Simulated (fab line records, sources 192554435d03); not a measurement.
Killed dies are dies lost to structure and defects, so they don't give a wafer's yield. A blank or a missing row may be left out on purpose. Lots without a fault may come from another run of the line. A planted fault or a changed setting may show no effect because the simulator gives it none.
Chamber matching | flow n5_finfet | N5_PMOS_HMC_CHANNEL_EPI_ETCH_32 on rie_diel-02: 4 sister chambers
The step etches BARC in N2/H2, stops on SiO2, target depth 85.8 nm, time 50.3 s. 8 wafers are shown with their chamber, then 9 later ones without.

WAFERS WITH THEIR CHAMBER
wafer  | chamber | throttle_valve_pct (%) | drypump_motor_current_A (A)
L075.3 | 3       | 17.59                  | 5.6
L076.2 | 3       | 17.60                  | 5.7
L079.6 | 0       | 17.76                  | 5.5
L081.1 | 2       | 18.14                  | 6.3
L081.6 | 1       | 18.17                  | 6.4
L087.2 | 1       | 18.17                  | 6.4
L087.3 | 2       | 18.15                  | 6.3
L087.5 | 0       | 17.79                  | 5.4

WAFERS WITHOUT THEIR CHAMBER
wafer  | throttle_valve_pct (%) | drypump_motor_current_A (A)
L089.2 | 18.15                  | 6.3
L089.3 | 18.17                  | 6.3
L089.6 | 18.17                  | 6.3
L092.1 | 17.82                  | 5.4
L092.2 | 18.19                  | 6.3
L092.3 | 18.17                  | 6.3
L094.1 | 18.18                  | 6.3
L094.4 | 17.84                  | 5.4
L094.5 | 18.19                  | 6.4

WHICH CHAMBER EACH WENT THROUGH
wafer  | from the rows above     | in truth
L089.2 | 2                       | 2
L089.3 | can't be placed: 1 or 2 | 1
L089.6 | can't be placed: 1 or 2 | 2
L092.1 | 0                       | 0
L092.2 | can't be placed: 1 or 2 | 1
L092.3 | can't be placed: 1 or 2 | 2
L094.1 | can't be placed: 1 or 2 | 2
L094.4 | 0                       | 0
L094.5 | 1                       | 1
Placed correctly: 4 of 9. Can't be placed from these rows: 5 (the true chamber is among the candidates in 5). Placed wrongly: 0.
How it was worked out, from the rows above alone: a wafer's distance from a chamber is the root of the sum, over the readings, of the square of ((its reading less the chamber's mean) divided by the reading's scatter). The wafer belongs to the nearest chamber; if the next one is less than 2 further off, it can't be placed. A chamber's mean is the mean of its shown wafers. The scatter: the root of (the sum of the squares of (reading less its chamber's mean) over the shown wafers, divided by (wafers less chambers)).
